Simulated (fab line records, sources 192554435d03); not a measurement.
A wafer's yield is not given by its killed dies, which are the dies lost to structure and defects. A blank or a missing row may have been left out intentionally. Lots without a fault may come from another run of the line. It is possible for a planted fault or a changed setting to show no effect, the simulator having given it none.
Which tool was responsible? ; flow n5_finfet ; 9 lots, 27 wafers sampled, at 6 steps of a route of 1938

## WHAT THE GAUGES READ, wafer by wafer
N5_SD_EPI_N_OVL_MEAS_10. Usual: SD_N_BLK_OVL typically reads 0.6 nm, with standard deviation 0.78.
lot;measured;on;SD_N_BLK_OVL (nm);flag
L236;day 3 01:28;overlay-01;0.9 0.3 0.6;
L242;day 4 21:34;overlay-02;-0.2 1.3 0.3;
L243;day 5 05:08;overlay-01;-0.5 0.3 0.6;
L244;day 5 05:22;overlay-02;0.5 0.8 1.0;
L252;day 6 23:05;overlay-01;-0.7 1.8 0.9;
L254;day 7 13:48;overlay-01;1.2 1.3 0.8;
L256;day 8 05:07;overlay-01;0.6 -0.3 -0.7;
L257;day 8 07:38;overlay-01;-0.7 0.5 -0.6;
L259;day 8 19:17;overlay-01;0.2 -0.1 0.5;

N5_SD_ACTIVATION_RS_MEAS_03: measures by four-point-probe. Usual: RS_SD_N 21.90 ohm/sq, standard deviation 0.25; RS_SD_P 56.2 ohm/sq, standard deviation 1.1.
lot;measured;on;RS_SD_N (ohm/sq);RS_SD_P (ohm/sq);flag
L236;day 3 11:32;film_metro-02;21.85 21.77 21.52;56.0 56.1 55.8;
L242;day 5 06:34;film_metro-02;22.41 22.24 22.53;56.7 57.0 57.9;
L243;day 5 13:53;film_metro-01;29.42 29.44 29.94;59.2 58.2 58.1;OFF
L244;day 5 14:32;film_metro-01;29.27 29.68 29.58;56.9 56.2 56.5;OFF
L252;day 7 08:59;film_metro-01;21.99 21.79 21.79;56.6 55.7 56.2;
L254;day 7 23:35;film_metro-01;22.03 22.29 22.29;55.4 56.3 55.7;
L256;day 8 14:41;film_metro-02;21.86 21.69 21.61;56.2 56.5 56.9;
L257;day 8 17:30;film_metro-01;21.84 21.92 21.99;54.8 54.8 55.5;
L259;day 9 04:28;film_metro-02;22.09 22.73 22.62;56.8 57.1 56.0;

N5_BEOL_M4_RC_MEAS_101. Usual: DIBL_N 37.1 mV/V, standard deviation 2.6; DIBL_P 38 mV/V, standard deviation 3; IOFF_N 0.18 nA/um, standard deviation 0.052; IOFF_P 0.25 nA/um, standard deviation 0.06; ION_N 678 uA/um, standard deviation 15; ION_P 467 uA/um, standard deviation 8.6; RC_DENSE_N 19.7 ohm.um, standard deviation 0.6; RC_N 16.1 ohm.um, standard deviation 0.49; REXT_N 75.8 ohm.um, standard deviation 2; RS_SD_N 28.4 ohm/sq, standard deviation 0.36; SS_N 71.7 mV/dec, standard deviation 0.73; SS_P 73.7 mV/dec, standard deviation 0.89; VT_N 249 mV, standard deviation 4.3; VT_P -248 mV, standard deviation 3.8.
lot;measured;on;DIBL_N (mV/V);DIBL_P (mV/V);IOFF_N (nA/um);IOFF_P (nA/um);ION_N (uA/um);ION_P (uA/um);RC_DENSE_N (ohm.um);RC_N (ohm.um);REXT_N (ohm.um);RS_SD_N (ohm/sq);SS_N (mV/dec);SS_P (mV/dec);VT_N (mV);VT_P (mV);flag
L236;day 10 15:06;prober-01;33.4 32.1 32.3;34 32 33;0.13 0.12 0.10;0.20 0.16 0.17;648 659 648;455 458 454;20.0 19.5 19.1;16.2 15.7 15.8;78.2 76.6 76.4;28.6 28.5 28.2;72.0 70.9 70.4;72.2 71.6 71.5;254 253 260;-247 -252 -251;
L242;day 12 01:40;prober-01;34.9 38.1 35.8;35 40 36;0.13 0.20 0.15;0.22 0.34 0.23;659 688 673;466 477 465;19.5 19.4 19.1;15.9 15.8 15.5;75.6 76.1 74.5;29.2 29.1 29.2;70.7 71.9 71.4;73.4 74.2 73.5;253 247 250;-248 -244 -249;
L243;day 12 01:53;prober-02;36.7 37.7 34.3;39 41 37;0.18 0.20 0.14;0.24 0.29 0.21;659 670 652;462 475 462;25.6 25.6 25.8;20.8 20.7 20.8;90.8 91.2 91.7;36.8 36.5 36.5;71.9 71.8 70.4;74.2 74.3 73.3;250 249 252;-248 -247 -247;OFF
L244;day 12 21:09;prober-02;39.7 41.1 40.1;41 40 39;0.22 0.25 0.25;0.32 0.32 0.30;672 684 670;476 474 469;26.2 25.7 25.9;21.4 20.8 20.8;88.1 85.9 85.2;36.5 36.8 37.3;71.6 73.0 71.7;74.0 74.5 74.3;247 243 243;-242 -243 -246;OFF
L252;day 15 06:35;prober-01;38.9 38.1 40.2;39 40 41;0.21 0.19 0.25;0.29 0.34 0.35;685 683 692;470 478 478;19.6 20.1 19.6;15.8 16.4 16.1;74.8 76.7 75.0;28.6 28.1 28.1;72.4 72.1 72.4;73.9 73.0 74.0;247 246 243;-243 -242 -241;
L254;day 15 15:47;prober-01;32.3 36.0 32.8;34 38 34;0.11 0.17 0.12;0.17 0.25 0.18;661 662 671;452 461 469;19.6 19.7 20.3;16.0 16.0 16.4;74.7 75.2 75.3;28.6 28.9 28.7;70.5 72.2 70.6;71.0 74.0 71.9;253 247 254;-252 -248 -252;
L256;day 15 15:13;prober-02;38.0 33.1 35.1;38 34 35;0.18 0.10 0.13;0.25 0.17 0.18;675 655 666;464 458 455;19.1 19.5 19.7;15.6 15.9 16.2;72.8 75.2 73.8;28.2 28.1 28.4;72.1 70.9 71.4;73.6 73.0 73.5;250 258 253;-248 -255 -253;
L257;day 17 18:43;prober-01;43.7 38.2 37.7;45 38 37;0.34 0.18 0.17;0.39 0.24 0.23;692 696 677;472 478 467;19.1 19.3 18.9;15.4 15.7 15.4;74.0 73.5 73.5;28.1 28.2 28.4;73.6 71.0 71.5;75.9 73.4 74.3;243 249 250;-243 -248 -248;
L259;day 16 15:21;prober-02;39.7 40.2 38.0;42 42 39;0.26 0.25 0.22;0.32 0.33 0.26;694 682 681;474 475 466;19.7 19.6 19.6;16.1 16.1 15.9;79.7 78.8 79.9;28.9 29.2 29.2;72.8 72.6 72.4;75.2 74.5 74.2;241 246 245;-245 -245 -246;

## WHICH TOOL RAN EACH LOT (tool, then ch and the chambers of the sampled wafers, then the start)
lot;N5_SD_EPI_N_VAPOR_ETCH_50;N5_SD_ACTIVATION_LSA_01;N5_ILD0_CMP_03
L236;epi_rpcvd-01 ch 0, day 3 03:38;laser_anneal-02 ch 0, day 3 11:22;cmp-04 ch 1,3, day 3 14:47
L242;epi_rpcvd-03 ch 0, day 4 23:10;laser_anneal-02 ch 0, day 5 06:22;cmp-04 ch 0,1, day 5 09:26
L243;epi_rpcvd-04 ch 0, day 5 06:47;laser_anneal-01, day 5 13:41;cmp-03 ch 1,3, day 5 16:38
L244;epi_rpcvd-01 ch 0, day 5 07:23;laser_anneal-02, day 5 14:21;cmp-04 ch 0,3, day 5 17:17
L252;epi_rpcvd-03 ch 0, day 7 00:47;laser_anneal-01 ch 0, day 7 08:48;cmp-04 ch 1,3, day 7 11:42
L254;epi_rpcvd-01 ch 0, day 7 15:22;laser_anneal-01 ch 0, day 7 23:23;cmp-03 ch 0,2,3, day 8 02:56
L256;epi_rpcvd-04 ch 0, day 8 06:50;laser_anneal-01 ch 0, day 8 14:29;cmp-04 ch 0,1,3, day 8 17:24
L257;epi_rpcvd-01 ch 0, day 8 09:27;laser_anneal-01 ch 0, day 8 17:19;cmp-04 ch 0,1,2, day 8 20:22
L259;epi_rpcvd-01 ch 0, day 8 20:50;laser_anneal-01 ch 0, day 9 04:16;cmp-04 ch 0,2,3, day 9 07:42
- N5_SD_EPI_N_VAPOR_ETCH_50: etches Si in HCl, time 54 s.
- N5_SD_ACTIVATION_LSA_01: time 0.0008 s.
- N5_ILD0_CMP_03: polishes, stops on SiNx, t overpolish 1.9 s, target thk 197.38 nm.

## WHAT THE TOOLS THEMSELVES READ (means of the sampled wafers that have a number; where no wafer has one, the mark that the record gives instead)
N5_SD_EPI_N_VAPOR_ETCH_50. Usual: throttle_valve_pct reads 12.18 % (standard deviation 0.27).
lot;tool;throttle_valve_pct (%);flag
L236;epi_rpcvd-01;12.04;
L242;epi_rpcvd-03;12.36;
L243;epi_rpcvd-04;12.05;
L244;epi_rpcvd-01;12.24;
L252;epi_rpcvd-03;12.51;
L254;epi_rpcvd-01;12.10;
L256;epi_rpcvd-04;11.94;
L257;epi_rpcvd-01;12.21;
L259;epi_rpcvd-01;12.10;

N5_SD_ACTIVATION_LSA_01. Usual: wafer_temp_C_max reads 1086.5 (standard deviation 2.4).
lot;tool;wafer_temp_C_max;flag
L236;laser_anneal-02;1089.3;
L242;laser_anneal-02;1088.0;
L243;laser_anneal-01;-;OFF
L244;laser_anneal-02;-;OFF
L252;laser_anneal-01;1084.5;
L254;laser_anneal-01;1084.5;
L256;laser_anneal-01;1083.9;
L257;laser_anneal-01;1085.4;
L259;laser_anneal-01;1084.7;

N5_ILD0_CMP_03. Usual: motor_current_A 12.7 A, standard deviation 0.86; overpolish_run_s 1.900 s, standard deviation 0.0086; time_to_endpoint_s 72 s, standard deviation 5.8.
lot;tool;motor_current_A (A);overpolish_run_s (s);time_to_endpoint_s (s);flag
L236;cmp-04;12.7;1.897;69;
L242;cmp-04;13.5;1.897;75;
L243;cmp-03;11.8;1.890;73;
L244;cmp-04;12.9;1.902;81;
L252;cmp-04;12.9;1.902;71;
L254;cmp-03;11.9;1.904;76;
L256;cmp-04;13.0;1.896;74;
L257;cmp-04;12.8;1.893;75;
L259;cmp-04;12.5;1.898;79;

## THE ANSWER, worked out from the rows above alone
Rule: a lot is off if the mean of its wafers that have a number lies more than 3 standard deviations from the usual mean. Also off: a lot with no number at a reading for which 4 or more lots have one. Where the step has rows for the other lots, those lots are counted as sound. The gauges are gone through in route order, then the tools' own readings, and for those a lot's mean is taken as printed above. At the first step where some lot is off, the reading lying furthest off is the one used; lots without a number count as furthest.
Off: at N5_SD_ACTIVATION_RS_MEAS_03 (RS_SD_N), L243, L244.
A tool fits if, at a process step before that reading, it ran every lot that is off, and no sound lot after the first of them. The gauges at N5_SD_ACTIVATION_RS_MEAS_03 aren't tried: what is off there is off at N5_BEOL_M4_RC_MEAS_101 too, on other tools, and a gauge's error can't cause that. None of those tried fits.

## WHAT THE SIMULATOR HAD PUT IN
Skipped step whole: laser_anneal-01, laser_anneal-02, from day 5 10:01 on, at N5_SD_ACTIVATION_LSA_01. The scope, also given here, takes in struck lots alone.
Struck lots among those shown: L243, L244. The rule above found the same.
